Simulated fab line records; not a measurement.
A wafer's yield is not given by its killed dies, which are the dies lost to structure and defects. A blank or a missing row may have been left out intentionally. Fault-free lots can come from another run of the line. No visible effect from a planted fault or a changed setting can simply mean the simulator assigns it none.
fab line records | flow n5_finfet
record: lots: 6 | wafers: 18 | last_day: 17
route steps=1938 shown BEOL_M4@1059
lots with no fault: from the same line, run without faults
start_h: the number of hours between the record's first day and the start of the first shown wafer of the lot | wait_h: how many hours have passed since the lot's step before this one | " the same as in the row above | L1.1+2: a single row standing in for several wafers | - no value, or no start given | * or withheld: withheld | < > ~ a bound
route shown NAME@n: NAME is a module with steps in the file, n the number in the route of the first one | usual: mean and standard deviation over wafers with no fault | same: alike in all rows | chamber/n: place in a boat | sites: per-site readings | _std_site: how widely they spread, as a standard deviation | _edge_site: the outer-site mean with the inner-site mean subtracted | radius_mm: how far each site lies from the wafer's centre | mask NAME#n: copy n | behind: the most recent tool/chamber to have shaped the wafer | hold: what put the lot on hold/how long, in hours/how the hold closed | device: the transistor (n, p or np) that didn't switch | end of line: tests run on the same wafers once the route is complete | where a step has no rows: the recipe by itself | killed: count of dies lost to structure and defects at first sort (not the wafer's yield) | map: a wafer's dies, marking killed ones x, the rest . and places with no die _
set.NAME: the run value of the setting; set.NAME@STEP: its run value at that earlier step | model.NAME: the simulator's own value behind a step, which no gauge read
certain route steps with their lots: each step a table, each wafer a row
services: the hour from which a tool's chamber was out of use, counted from the record's first day as start_h (under 0 if before that day), plus the number of hours and why
== steps ==
step: N5_BEOL_M4_DESCUM_33
recipe: chemistry: O2 | time_s: 7 | source_power_w: 50 | bias_power_w: 20 | pressure_mtorr: 20 | rf_frequency_hz: 2.712e+07 | temp_c: 40 | resist: CAR-EUV | o2_flow_sccm: 225
step: N5_BEOL_M4_ETCH_77
recipe: chemistry: N2/H2 | target: underlayer | target_depth_a: 65 | mask_material: CAR-EUV | time_s: 5.2 | ion_energy_ev: 200 | pressure_mtorr: 30 | source_w: 840 | bias_w: 150 | n2_flow_sccm: 200 | h2_flow_sccm: 200 | ends: cleared
step: N5_BEOL_M4_ETCH_69
recipe: chemistry: CF4 | target: SiARC | target_depth_a: 156 | mask_material: CAR-EUV | time_s: 26 | ion_energy_ev: 80 | pressure_mtorr: 40 | source_w: 545 | bias_w: 36 | Ar_flow_sccm: 100 | cf4_flow_sccm: 100 | ends: cleared
step: N5_BEOL_M4_ALD_98
recipe: material: SiO2 | target_thk_a: 25 | temp_c: 100 | ald_precursor_family: BDEAS | ald_co_reactant: O2-plasma | pulse_time_s: 1 | co_reactant_pulse_time_s: 1 | purge_time_s: 2 | co_reactant_purge_time_s: 2 | ald_cycles: 17 | pressure_torr: 2
usual: heater_power_w: 80/10 | precursor_pulse_height_rel: 1.001/0.021 | susceptor_temp_C: 99.97/0.13
lot.wafer | tool       | chamber | start_h | wait_h | heater_power_w | precursor_pulse_height_rel | since_wet_clean_h | susceptor_temp_C
L801.1    | ald_sin-03 | 1       | 170.38  | 0.1    | 87             | 1.022                      | 360               | 99.98
L801.2    | "          | 2       | "       | "      | 72             | 1.012                      | 360               | 99.95
L801.3    | "          | 0       | "       | "      | 83             | 1.022                      | 360               | 99.95
L805.2    | ald_sin-03 | 3       | 197.74  | 0.1    | 79             | 0.984                      | 7                 | 100.14
L805.4    | "          | 2       | "       | "      | 74             | 0.995                      | 7                 | 100.00
L805.5    | "          | 0       | "       | "      | 84             | 1.025                      | -                 | 99.94
L809.1    | ald_sin-04 | 2       | 226.31  | 0.1    | 75             | 0.984                      | 219               | 99.93
L809.5    | "          | 3       | "       | "      | 83             | 1.020                      | -                 | 100.03
L809.6    | "          | 0       | "       | "      | 73             | 1.020                      | -                 | 99.87
L810.2    | ald_sin-03 | 1       | 230.97  | 0.1    | 82             | 1.021                      | 40                | 100.12
L810.4    | "          | 3       | "       | "      | 79             | 0.999                      | 40                | 100.03
L810.6    | "          | 1       | "       | "      | 83             | 0.969                      | -                 | 100.15
L815.3    | ald_sin-01 | 0       | 264.01  | 0.1    | 99             | 1.029                      | 165               | 100.04
L815.5    | "          | 2       | "       | "      | 81             | 0.998                      | -                 | 99.85
L815.6    | "          | 1       | "       | "      | 78             | 1.012                      | -                 | 99.95
L821.1    | ald_sin-01 | 0       | 303.32  | 0.1    | 103            | 1.023                      | 204               | 99.88
L821.2    | "          | 3       | "       | "      | 63             | 0.976                      | 204               | 99.81
L821.3    | "          | 1       | "       | "      | 80             | 0.952                      | 204               | 100.08
step: N5_BEOL_M4_ETCHBACK_99
recipe: chemistry: CHF3 | target: SiO2 | target_depth_a: 50 | time_s: 10.4 | source_w: 215 | bias_w: 47 | Ar_flow_sccm: 200 | CHF3_flow_sccm: 12 | ion_energy_ev: 100 | pressure_mtorr: 30
step: N5_BEOL_M4_ETCH_70
recipe: chemistry: N2/H2 | target: SOC | target_depth_a: 800 | overetch_a: 240 | mask_material: SiARC | temp_c: 40 | time_s: 130 | ion_energy_ev: 200 | pressure_mtorr: 30 | source_w: 840 | bias_w: 150 | n2_flow_sccm: 200 | h2_flow_sccm: 200
step: N5_BEOL_M4_STRIP_71
recipe: chemistry: N2/H2 | temp_c: 40 | n2_flow_sccm: 200 | h2_flow_sccm: 200 | rf_frequency_hz: 6e+07
step: N5_BEOL_M4_STRIP_78
recipe: chemistry: N2/H2 | temp_c: 40 | n2_flow_sccm: 200 | h2_flow_sccm: 200 | rf_frequency_hz: 6e+07
step: N5_BEOL_M4_VIA_ETCH_34
recipe: chemistry: C4F6/O2 | target_depth_a: 694 | mask_material: SOC | pressure_mtorr: 15 | ion_energy_ev: 250 | taper_deg: 4 | time_s: 65.9 | source_w: 350 | bias_w: 170 | Ar_flow_sccm: 300 | C4F6_flow_sccm: 10 | O2_flow_sccm: 10
usual: drypump_motor_current_A: 5.7/0.44 | oes_product_au: 0.82/0.071 | rf_vpp_V: 667/5.9 | showerhead_plenum_p_Torr: 2.84/0.099 | throttle_valve_pct: 30.65/0.24
lot.wafer | tool        | chamber | start_h | wait_h | drypump_motor_current_A | oes_product_au | rf_hours_counter_h | rf_vpp_V | showerhead_plenum_p_Torr | throttle_valve_pct
L801.1    | rie_diel-04 | 2       | 172.62  | 0.0    | 6.0                     | 0.90           | 40                 | 667      | 2.88                     | 30.29
L801.2    | "           | 1       | "       | "      | 5.8                     | 0.82           | 77                 | 668      | 2.76                     | 30.76
L801.3    | "           | 3       | "       | "      | 5.0                     | 0.85           | 59                 | 658      | 2.87                     | 30.67
L805.2    | rie_diel-02 | 2       | 198.10  | 0.0    | 5.6                     | 0.91           | 46                 | 674      | 3.01                     | 30.94
L805.4    | "           | 1       | "       | "      | 6.0                     | 0.72           | 196                | 660      | 2.72                     | 30.77
L805.5    | "           | 1       | "       | "      | 5.9                     | 0.71           | -                  | 660      | 2.72                     | 30.78
L809.1    | rie_diel-04 | 1       | 234.80  | 0.0    | 5.8                     | 0.81           | 97                 | 668      | 2.75                     | 30.80
L809.5    | "           | 2       | "       | "      | 6.0                     | 0.86           | -                  | 667      | 2.87                     | 30.30
L809.6    | "           | 1       | "       | "      | 5.9                     | 0.80           | -                  | 669      | 2.75                     | 30.80
L810.2    | rie_diel-04 | 2       | 235.36  | 0.0    | 6.0                     | 0.86           | 64                 | 667      | 2.87                     | 30.29
L810.4    | "           | 1       | "       | "      | 5.8                     | 0.79           | -                  | 668      | 2.75                     | 30.80
L810.6    | "           | 1       | "       | "      | 5.8                     | 0.80           | -                  | 667      | 2.75                     | 30.78
L815.3    | rie_diel-05 | 2       | 266.22  | 0.0    | 5.8                     | 0.89           | 30                 | 669      | 2.79                     | 30.53
L815.5    | "           | 0       | "       | "      | 5.7                     | 0.76           | -                  | 673      | 2.96                     | 30.87
L815.6    | "           | 3       | "       | "      | 5.7                     | 0.82           | -                  | 665      | 2.76                     | 30.92
L821.1    | rie_diel-05 | 0       | 304.78  | 0.0    | 5.7                     | 0.74           | 173                | 671      | 2.95                     | 30.90
L821.2    | "           | 1       | "       | "      | 5.9                     | 0.78           | 112                | 664      | 2.85                     | 30.31
L821.3    | "           | 2       | "       | "      | 5.9                     | 0.87           | 44                 | 668      | 2.78                     | 30.57
step: N5_BEOL_M4_STRIP_83
recipe: chemistry: C4F6/O2 | resist: SiARC | rf_frequency_hz: 6e+07
step: N5_BEOL_M4_STRIP_36
recipe: chemistry: N2/H2 | power_w: 450 | temp_c: 40 | pressure_mtorr: 20 | rf_frequency_hz: 6e+07 | overash_fraction: 0.3 | bias_power_w: 7 | h2_frac: 0.5 | n2_flow_sccm: 200 | h2_flow_sccm: 200
usual: drypump_motor_current_A: 5.7/0.44 | oes_product_au: 0.82/0.071 | rf_vpp_V: 59.3/1.3 | showerhead_plenum_p_Torr: 2.54/0.092 | temp_c: 40.01/0.11 | throttle_valve_pct: 23.57/0.27
lot.wafer | tool        | chamber | start_h | wait_h | drypump_motor_current_A | oes_product_au | rf_hours_counter_h | rf_vpp_V | showerhead_plenum_p_Torr | temp_c | throttle_valve_pct
L801.1    | rie_diel-04 | 2       | 172.68  | 0.0    | 6.0                     | 0.90           | 40                 | 59.9     | 2.58                     | 40.09  | 23.20
L801.2    | "           | 1       | "       | "      | 5.9                     | 0.82           | 77                 | 59.5     | 2.47                     | 39.87  | 23.81
L801.3    | "           | 3       | "       | "      | 5.0                     | 0.84           | 60                 | 60.1     | 2.58                     | 40.07  | 23.68
L805.2    | rie_diel-02 | 2       | 198.16  | 0.0    | 5.6                     | 0.91           | 46                 | 58.6     | 2.69                     | 39.94  | 23.70
L805.4    | "           | 1       | "       | "      | 5.9                     | 0.71           | 196                | 58.5     | 2.40                     | 40.23  | 23.44
L805.5    | "           | 1       | "       | "      | 5.9                     | 0.71           | -                  | 58.4     | 2.40                     | 40.19  | 23.43
L809.1    | rie_diel-04 | 1       | 234.89  | 0.0    | 5.8                     | 0.80           | 97                 | 59.7     | 2.47                     | 39.85  | 23.82
L809.5    | "           | 2       | "       | "      | 6.0                     | 0.87           | -                  | 61.3     | 2.58                     | 39.88  | 23.27
L809.6    | "           | 1       | "       | "      | 5.8                     | 0.81           | -                  | 57.2     | 2.47                     | 40.12  | 23.82
L810.2    | rie_diel-04 | 2       | 235.45  | 0.0    | 6.0                     | 0.86           | 64                 | 61.6     | 2.57                     | 39.89  | 23.24
L810.4    | "           | 1       | "       | "      | 5.9                     | 0.80           | -                  | 60.2     | 2.47                     | 40.03  | 23.84
L810.6    | "           | 1       | "       | "      | 5.8                     | 0.81           | -                  | 60.6     | 2.47                     | 39.89  | 23.84
L815.3    | rie_diel-05 | 2       | 266.28  | 0.0    | 5.8                     | 0.88           | 30                 | 57.7     | 2.49                     | 40.08  | 23.45
L815.5    | "           | 0       | "       | "      | 5.7                     | 0.74           | -                  | 61.2     | 2.64                     | 40.00  | 23.61
L815.6    | "           | 3       | "       | "      | 5.6                     | 0.82           | -                  | 60.8     | 2.48                     | 39.93  | 23.96
L821.1    | rie_diel-05 | 0       | 304.84  | 0.0    | 5.7                     | 0.74           | 173                | 57.9     | 2.63                     | 40.03  | 23.66
L821.2    | "           | 1       | "       | "      | 5.9                     | 0.79           | 112                | 58.1     | 2.55                     | 40.02  | 23.33
L821.3    | "           | 2       | "       | "      | 5.8                     | 0.86           | 44                 | 59.4     | 2.48                     | 39.95  | 23.43
step: N5_BEOL_M4_TRENCH_ETCH_37
recipe: chemistry: C4F6/O2 | target_depth_a: 555.55 | target: SiOC | time_s: 29.2 | ion_energy_ev: 250 | pressure_mtorr: 30 | source_w: 355 | bias_w: 185 | Ar_flow_sccm: 300 | C4F6_flow_sccm: 10 | O2_flow_sccm: 10
usual: drypump_motor_current_A: 5.7/0.43 | oes_product_au: 0.82/0.07 | rf_vpp_V: 667/6.1 | showerhead_plenum_p_Torr: 2.84/0.099 | throttle_valve_pct: 20.78/0.23
lot.wafer | tool        | chamber | start_h | wait_h | drypump_motor_current_A | oes_product_au | rf_hours_counter_h | rf_vpp_V | showerhead_plenum_p_Torr | throttle_valve_pct
L801.1    | rie_diel-04 | 2       | -       | -      | 6.0                     | 0.90           | 40                 | 668      | 2.88                     | 20.41
L801.2    | "           | 1       | "       | "      | 5.8                     | 0.82           | 77                 | 670      | 2.76                     | 20.92
L801.3    | "           | 3       | "       | "      | 5.0                     | 0.86           | 60                 | 657      | 2.87                     | 20.78
L805.2    | rie_diel-02 | 2       | -       | -      | 5.6                     | 0.90           | 46                 | 674      | 3.02                     | 20.97
L805.4    | "           | 1       | "       | "      | 5.9                     | 0.72           | 196                | 661      | 2.72                     | 20.95
L805.5    | "           | 1       | "       | "      | 5.9                     | 0.72           | -                  | 660      | 2.72                     | 20.96
L809.1    | rie_diel-04 | 1       | -       | -      | 5.8                     | 0.79           | 97                 | 669      | 2.76                     | 20.97
L809.5    | "           | 2       | "       | "      | 6.0                     | 0.87           | -                  | 667      | 2.87                     | 20.47
L809.6    | "           | 1       | "       | "      | 5.9                     | 0.79           | -                  | 669      | 2.76                     | 20.95
L810.2    | rie_diel-04 | 2       | -       | -      | 6.0                     | 0.87           | 64                 | 667      | 2.87                     | 20.47
L810.4    | "           | 1       | "       | "      | 5.9                     | 0.80           | -                  | 669      | 2.76                     | 20.96
L810.6    | "           | 1       | "       | "      | 5.9                     | 0.79           | -                  | 668      | 2.76                     | 20.96
L815.3    | rie_diel-05 | 2       | -       | -      | 5.9                     | 0.89           | 30                 | 668      | 2.79                     | 20.62
L815.5    | "           | 0       | "       | "      | 5.7                     | 0.75           | -                  | 673      | 2.96                     | 20.98
L815.6    | "           | 3       | "       | "      | 5.7                     | 0.82           | -                  | 664      | 2.76                     | 21.05
L821.1    | rie_diel-05 | 0       | -       | -      | 5.7                     | 0.73           | 173                | 671      | 2.95                     | 21.02
L821.2    | "           | 1       | "       | "      | 5.9                     | 0.78           | 112                | 663      | 2.85                     | 20.43
L821.3    | "           | 2       | "       | "      | 5.8                     | 0.87           | 44                 | 667      | 2.79                     | 20.64
step: N5_BEOL_M4_ETCH_41
recipe: chemistry: CH3F/O2 | target: SiCN | target_depth_a: 299 | taper_deg: 2 | time_s: 52.5 | ion_energy_ev: 120 | mask_material: TiN | pressure_mtorr: 30 | source_w: 395 | bias_w: 75 | Ar_flow_sccm: 150 | CH3F_flow_sccm: 30 | O2_flow_sccm: 20
usual: drypump_motor_current_A: 5.7/0.44 | oes_product_au: 0.82/0.069 | rf_vpp_V: 297.3/1.6 | showerhead_plenum_p_Torr: 2.00/0.072 | throttle_valve_pct: 16.24/0.22
lot.wafer | tool        | chamber | start_h | wait_h | drypump_motor_current_A | oes_product_au | rf_hours_counter_h | rf_vpp_V | showerhead_plenum_p_Torr | throttle_valve_pct | model.etch.depth_nm
L801.1    | rie_diel-04 | 2       | 172.75  | -      | 6.0                     | 0.89           | 40                 | 296.4    | 2.03                     | 15.89              | 20.29
L801.2    | "           | 1       | "       | "      | 5.9                     | 0.82           | 77                 | 295.4    | 1.94                     | 16.37              | 20
L801.3    | "           | 3       | "       | "      | 5.0                     | 0.85           | 60                 | 298.0    | 2.02                     | 16.24              | 20.29
L805.2    | rie_diel-02 | 2       | 198.23  | -      | 5.6                     | 0.90           | 46                 | 299.0    | 2.12                     | 16.35              | 20.36
L805.4    | "           | 1       | "       | "      | 5.9                     | 0.71           | 196                | 295.6    | 1.91                     | 16.43              | 19.84
L805.5    | "           | 1       | "       | "      | 5.9                     | 0.72           | -                  | 296.4    | 1.91                     | 16.43              | 20.09
L809.1    | rie_diel-04 | 1       | 234.99  | -      | 5.8                     | 1.15           | 97                 | 295.2    | 1.94                     | 16.42              | 34.06
L809.5    | "           | 2       | "       | "      | 6.0                     | 0.87           | -                  | 297.8    | 2.02                     | 15.95              | 20.52
L809.6    | "           | 1       | "       | "      | 5.8                     | 0.81           | -                  | 296.3    | 1.93                     | 16.41              | 20.1
L810.2    | rie_diel-04 | 2       | 235.56  | -      | 6.0                     | 1.24           | 64                 | 298.1    | 2.02                     | 15.96              | 34.32
L810.4    | "           | 1       | "       | "      | 5.9                     | 0.80           | -                  | 296.3    | 1.93                     | 16.41              | 19.7
L810.6    | "           | 1       | "       | "      | 5.9                     | 0.79           | -                  | 296.6    | 1.93                     | 16.40              | 19.71
L815.3    | rie_diel-05 | 2       | 266.35  | -      | 5.8                     | 0.88           | 30                 | 296.9    | 1.96                     | 16.05              | 19.82
L815.5    | "           | 0       | "       | "      | 5.7                     | 0.74           | -                  | 298.4    | 2.08                     | 16.44              | 19.26
L815.6    | "           | 3       | "       | "      | 5.7                     | 0.84           | -                  | 295.9    | 1.94                     | 16.47              | 19.79
L821.1    | rie_diel-05 | 0       | 304.91  | -      | 5.7                     | 0.73           | 173                | 299.0    | 2.08                     | 16.49              | 19.08
L821.2    | "           | 1       | "       | "      | 5.9                     | 0.77           | 112                | 297.2    | 2.01                     | 15.95              | 19.57
L821.3    | "           | 2       | "       | "      | 5.8                     | 0.85           | 44                 | 296.4    | 1.96                     | 16.07              | 19.5
step: N5_BEOL_M4_STRIP_97
recipe: chemistry: N2/H2 | time_s: 10 | power_w: 450 | temp_c: 40 | pressure_mtorr: 20 | rf_frequency_hz: 6e+07 | bias_power_w: 7 | n2_flow_sccm: 200 | h2_flow_sccm: 200
usual: drypump_motor_current_A: 5.7/0.43 | oes_product_au: 0.82/0.07 | rf_vpp_V: 59.1/0.89 | showerhead_plenum_p_Torr: 2.54/0.092 | temp_c: 39.99/0.12 | throttle_valve_pct: 23.57/0.27
lot.wafer | tool        | chamber | start_h | wait_h | drypump_motor_current_A | oes_product_au | rf_hours_counter_h | rf_vpp_V | showerhead_plenum_p_Torr | temp_c | throttle_valve_pct
L801.1    | rie_diel-04 | 2       | -       | -      | 6.0                     | 0.91           | 40                 | 58.6     | 2.59                     | 39.88  | 23.23
L801.2    | "           | 1       | "       | "      | 5.9                     | 0.83           | 77                 | 57.6     | 2.47                     | 39.99  | 23.79
L801.3    | "           | 3       | "       | "      | 5.0                     | 0.84           | 60                 | 58.3     | 2.58                     | 40.12  | 23.67
L805.2    | rie_diel-02 | 2       | -       | -      | 5.6                     | 0.90           | 46                 | 58.8     | 2.69                     | 40.15  | 23.69
L805.4    | "           | 1       | "       | "      | 6.0                     | 0.72           | 196                | 59.7     | 2.40                     | 39.84  | 23.44
L805.5    | "           | 1       | "       | "      | 5.9                     | 0.71           | -                  | 59.4     | 2.40                     | 39.94  | 23.44
L809.1    | rie_diel-04 | 1       | -       | -      | 5.8                     | 0.80           | 97                 | 57.2     | 2.47                     | 40.03  | 23.83
L809.5    | "           | 2       | "       | "      | 6.0                     | 0.87           | -                  | 61.2     | 2.58                     | 39.95  | 23.26
L809.6    | "           | 1       | "       | "      | 5.8                     | 0.81           | -                  | 58.3     | 2.47                     | 39.99  | 23.82
L810.2    | rie_diel-04 | 2       | -       | -      | 6.0                     | 0.86           | 64                 | 60.3     | 2.57                     | 39.78  | 23.25
L810.4    | "           | 1       | "       | "      | 5.8                     | 0.80           | -                  | 60.0     | 2.47                     | 40.14  | 23.81
L810.6    | "           | 1       | "       | "      | 5.8                     | 0.81           | -                  | 58.8     | 2.47                     | 40.08  | 23.81
L815.3    | rie_diel-05 | 2       | -       | -      | 5.8                     | 0.89           | 30                 | 60.2     | 2.49                     | 40.16  | 23.42
L815.5    | "           | 0       | "       | "      | 5.7                     | 0.75           | -                  | 59.2     | 2.64                     | 39.94  | 23.62
L815.6    | "           | 3       | "       | "      | 5.6                     | 0.82           | -                  | 58.5     | 2.48                     | 39.94  | 23.96
L821.1    | rie_diel-05 | 0       | -       | -      | 5.7                     | 0.74           | 173                | 59.8     | 2.63                     | 40.00  | 23.63
L821.2    | "           | 1       | "       | "      | 6.0                     | 0.79           | 112                | 58.4     | 2.55                     | 40.11  | 23.31
L821.3    | "           | 2       | "       | "      | 5.8                     | 0.87           | 44                 | 58.8     | 2.48                     | 40.09  | 23.43
step: N5_BEOL_M4_RC_MEAS_101
usual: DIBL_N: 36.2/1.5 | DIBL_P: 36.2/1.7 | IOFF_N: 0.155/0.021 | IOFF_P: 0.216/0.026 | ION_N: 674/11 | ION_P: 464/6.8 | SS_N: 71.5/0.56 | SS_P: 73.3/0.6 | VT_N: 250.2/2.6 | VT_P: -249.3/2.5
lot.wafer | tool      | chamber | start_h | wait_h | DIBL_N[mV/V] | DIBL_P[mV/V] | IOFF_N[nA/um] | IOFF_P[nA/um] | ION_N[uA/um] | ION_P[uA/um] | SS_N[mV/dec] | SS_P[mV/dec] | VT_N[mV] | VT_P[mV]
L801.1    | prober-02 | 0       | 178.06  | 0.0    | 35.3         | 34.3         | 0.126         | 0.179         | 664          | 455          | 70.8         | 73.2         | 252.3    | -251.4
L801.2    | "         | 0       | "       | "      | 34.9         | 33.7         | 0.126         | 0.172         | 663          | 455          | 71.4         | 73.0         | 253.0    | -253.8
L801.3    | "         | 0       | "       | "      | 34.8         | 34.2         | 0.112         | 0.171         | 653          | 450          | 71.3         | 72.7         | 254.8    | -251.1
L805.2    | prober-02 | 0       | 202.76  | 0.2    | 38.4         | 39.2         | 0.201         | 0.289         | 687          | 477          | 72.8         | 74.4         | 246.9    | -244.3
L805.4    | "         | 0       | "       | "      | 35.9         | 36.5         | 0.153         | 0.245         | 679          | 472          | 71.7         | 73.1         | 251.0    | -244.6
L805.5    | "         | 0       | "       | "      | 37.8         | 38.0         | 0.185         | 0.270         | 679          | 469          | 72.7         | 73.6         | 245.9    | -244.3
L809.1    | prober-01 | 0       | 239.48  | 0.0    | 33.9         | 34.3         | 0.143         | 0.214         | 662          | 458          | 71.2         | 72.9         | 250.1    | -248.4
L809.5    | "         | 0       | "       | "      | 32.5         | 32.7         | 0.128         | 0.197         | 672          | 468          | 70.2         | 72.8         | 249.9    | -247.9
L809.6    | "         | 0       | "       | "      | 33.7         | 34.9         | 0.154         | 0.224         | 689          | 472          | 70.9         | 72.2         | 246.2    | -245.5
L810.2    | prober-02 | 0       | 241.21  | 0.2    | 36.7         | 36.8         | 0.158         | 0.241         | 679          | 470          | 71.4         | 72.6         | 248.9    | -245.2
L810.4    | "         | 0       | "       | "      | 35.6         | 35.2         | 0.140         | 0.219         | 678          | 468          | 70.7         | 72.4         | 252.5    | -247.7
L810.6    | "         | 0       | "       | "      | 36.0         | 36.1         | 0.139         | 0.227         | 676          | 474          | 70.7         | 72.2         | 250.7    | -248.8
L815.3    | prober-01 | 0       | 271.46  | 0.3    | 38.9         | 38.7         | 0.213         | 0.273         | 674          | 463          | 72.2         | 75.0         | 246.9    | -244.7
L815.5    | "         | 0       | "       | "      | 37.7         | 37.6         | 0.184         | 0.259         | 681          | 470          | 71.6         | 73.5         | 248.7    | -245.1
L815.6    | "         | 0       | "       | "      | 35.6         | 36.0         | 0.155         | 0.222         | 683          | 473          | 71.5         | 73.6         | 248.5    | -245.9
L821.1    | prober-02 | 0       | 310.46  | 0.0    | 34.9         | 35.4         | 0.123         | 0.197         | 666          | 467          | 70.3         | 72.6         | 254.0    | -247.1
L821.2    | "         | 0       | "       | "      | 36.9         | 37.7         | 0.159         | 0.228         | 671          | 462          | 71.5         | 73.0         | 247.0    | -247.1
L821.3    | "         | 0       | "       | "      | 35.1         | 35.2         | 0.126         | 0.194         | 672          | 467          | 71.2         | 73.0         | 254.5    | -250.2
== services ==
tool        | chamber | start_h | hours | kind
rie_diel-02 | 2       | 148.16  | 3.1   | repair
rie_diel-05 | 2       | 160.82  | -     | clean
rie_diel-05 | 2       | 160.82  | -     | consumable_replace:esc
rie_diel-05 | 2       | 160.82  | -     | consumable_replace:focus_ring
rie_diel-05 | 2       | 160.82  | 23.6  | scheduled_down
rie_diel-05 | 2       | 160.82  | 23.6  | vent_cycle
rie_diel-04 | 0       | 167.44  | 22.2  | repair
rie_diel-04 | -       | 173.55  | 2.8   | pm
ald_sin-03  | -       | 176.75  | 14.0  | pm
rie_diel-02 | -       | 192.50  | 0.7   | repair
rie_diel-04 | 1       | 193.71  | 6.3   | repair
rie_diel-02 | 0       | 201.88  | 9.7   | repair
ald_sin-01  | 3       | 215.61  | 1.5   | repair
ald_sin-01  | 1       | 226.76  | 4.4   | repair
rie_diel-04 | 0       | 233.87  | 4.2   | repair
ald_sin-01  | 3       | 235.97  | 3.8   | repair
rie_diel-04 | 2       | 248.81  | 4.0   | repair
ald_sin-03  | -       | 263.98  | 3.0   | repair
rie_diel-04 | 0       | 271.54  | -     | clean
rie_diel-04 | 0       | 271.54  | -     | consumable_replace:focus_ring
rie_diel-04 | 0       | 271.54  | -     | consumable_replace:showerhead
rie_diel-04 | 0       | 271.54  | 20.0  | scheduled_down
rie_diel-04 | 0       | 271.54  | 20.0  | vent_cycle
rie_diel-04 | 1       | 302.10  | 15.4  | repair
== key ==
first_sign: step: N5_BEOL_M4_ETCH_41 | reading: oes_product_au | direction: up | sigmas: 5.5 | usual: 0.82 | struck: 1.19
effect none on later readings
model_effect: step: N5_BEOL_M4_ETCH_41 | value: etch.depth_nm | without: 20.24 | struck: 34.19
met_at N5_BEOL_M4_ETCH_41
struck_wafers L809.1,L810.2
onset_between 172.75 234.99
fault: kind: process_parameter_drift | tool: rie_diel-04 | chamber: - | onset_h: 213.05 | steps: N5_BEOL_M4_ETCH_41 | channel: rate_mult | offset: 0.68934 | shape: step | end_h: 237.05 | scope: struck_wafers_only
